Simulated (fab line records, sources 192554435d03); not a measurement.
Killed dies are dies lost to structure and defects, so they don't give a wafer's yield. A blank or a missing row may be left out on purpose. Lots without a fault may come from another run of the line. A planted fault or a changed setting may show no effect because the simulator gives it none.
Chamber matching | flow n5_finfet | N5_ZERO_LAYER_PECVD_02 on pecvd-03: 3 sister chambers
The step deposits SiO2 from SiH4/N2O, target thk 10 nm, time 6 s. 3 wafers are shown with their chamber, then 7 later ones without.

WAFERS WITH THEIR CHAMBER
wafer  | chamber | heater_power_w (W)
L082.1 | 1       | 576
L091.2 | 2       | 907
L091.3 | 0       | 705

WAFERS WITHOUT THEIR CHAMBER
wafer  | heater_power_w (W)
L091.4 | 716
L093.2 | 876
L093.4 | 918
L093.5 | 686
L094.1 | 691
L094.4 | 569
L094.6 | 848

WHICH CHAMBER EACH WENT THROUGH
wafer  | from the rows above | in truth
L091.4 | 0                   | 0
L093.2 | 2                   | 2
L093.4 | 2                   | 2
L093.5 | 0                   | 0
L094.1 | 0                   | 0
L094.4 | 1                   | 1
L094.6 | 2                   | 2
Placed correctly: 7 of 7. Can't be placed from these rows: 0. Placed wrongly: 0.
How it was worked out, from the rows above alone: a wafer's distance from a chamber is the root of the sum, over the readings, of the square of ((its reading less the chamber's mean) divided by the reading's scatter). The wafer belongs to the nearest chamber; if the next one is less than 2 further off, it can't be placed. A chamber's mean is the mean of its shown wafers. The scatter: with one shown wafer a chamber, the root of the mean of the squares of how far each hidden wafer lies from its nearest shown one.
